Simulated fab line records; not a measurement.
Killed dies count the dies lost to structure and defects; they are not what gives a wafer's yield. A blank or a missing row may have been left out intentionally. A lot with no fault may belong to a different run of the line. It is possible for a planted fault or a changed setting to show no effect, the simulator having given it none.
Which tool is to blame? -- flow n5-finfet -- 27 wafers from 9 lots sampled at 3 of the route's 1938 steps

WHAT THE GAUGES SHOWED, per wafer
N5_SD_ACTIVATION_RS_MEAS_03: uses a four-point probe to measure.
lot,measured,on,RS_SD_N (ohm/sq)
L537,day 4 12:05,film-metro-01,21.6 21.8 21.6
L538,day 4 16:21,film-metro-01,21.2 21.4 21.6
L539,day 4 23:25,film-metro-01,21.4 21.5 21.9
L540,day 5 03:27,film-metro-02,22.4 22.5 22.2
L541,day 5 10:58,film-metro-01,21.6 21.4 21.2
L543,day 5 21:39,film-metro-01,21.5 21.4 21.8
L550,day 7 16:26,film-metro-02,27.4 26.6 27.1
L552,day 8 01:52,film-metro-01,26.7 26.9 26.9
L556,day 9 03:32,film-metro-02,22.0 22.2 22.5

WHICH TOOL RAN EACH LOT (tool, then ch and the chambers of the sampled wafers, then the start)
lot,N5_SD_EPI_P_ETCH_36,N5_SD_ACTIVATION_LSA_01
L537,"rie-diel-06 ch 0,2,3, day 4 05:52","laser-anneal-02 ch 0, day 4 11:53"
L538,"rie-diel-02 ch 0,2,3, day 4 12:11","laser-anneal-01 ch 0, day 4 16:10"
L539,"rie-diel-02 ch 0,2,3, day 4 19:17","laser-anneal-02 ch 0, day 4 23:12"
L540,"rie-diel-01 ch 1,2,3, day 4 22:20","laser-anneal-01 ch 0, day 5 03:15"
L541,"rie-diel-02 ch 0,1,3, day 5 06:44","laser-anneal-02 ch 0, day 5 10:46"
L543,"rie-diel-02 ch 0,1,2, day 5 16:41","laser-anneal-02 ch 0, day 5 21:26"
L550,"rie-diel-06 ch 0,3, day 7 12:17","laser-anneal-02 ch 0, day 7 16:14"
L552,"rie-diel-06 ch 0,1,3, day 7 21:44","laser-anneal-02 ch 0, day 8 01:40"
L556,"rie-diel-02 ch 1,2,3, day 8 23:24","laser-anneal-01 ch 0, day 9 03:20"
- N5_SD_EPI_P_ETCH_36: etches SiARC in CF4, target depth 45.5 nm, time 75.8 s.
- N5_SD_ACTIVATION_LSA_01: time 0.0008 s.

THE ANSWER, worked out from the rows above alone
Rule: usual is defined by the lots themselves. Put in order of their means at a reading, lots are off if they are a third of the lots or fewer, leave a main group of 4 or more, and stand apart from it by a gap of 3 or more times the standard deviation of the main group's means; of several such gaps the widest counts. A main group whose means are all the same, to the digits that the tables above print for the reading, isn't used. A lot without any number at a reading at which 4 lots or more have one is off too. Any other lot the step has rows for is counted as sound.
Off: L550, L552, at N5_SD_ACTIVATION_RS_MEAS_03 (RS_SD_N). The main group: mean 21.7 ohm/sq, standard deviation 0.36.
If a tool, at a process step before that reading, ran all the lots that are off and no sound lot after the first of them, it fits. The gauges at N5_SD_ACTIVATION_RS_MEAS_03 are tried like those tools. Undecided on this evidence; 2 tools fit (rie-diel-06 at N5_SD_EPI_P_ETCH_36, laser-anneal-02 at N5_SD_ACTIVATION_LSA_01).

WHAT THE SIMULATOR HAD PUT IN
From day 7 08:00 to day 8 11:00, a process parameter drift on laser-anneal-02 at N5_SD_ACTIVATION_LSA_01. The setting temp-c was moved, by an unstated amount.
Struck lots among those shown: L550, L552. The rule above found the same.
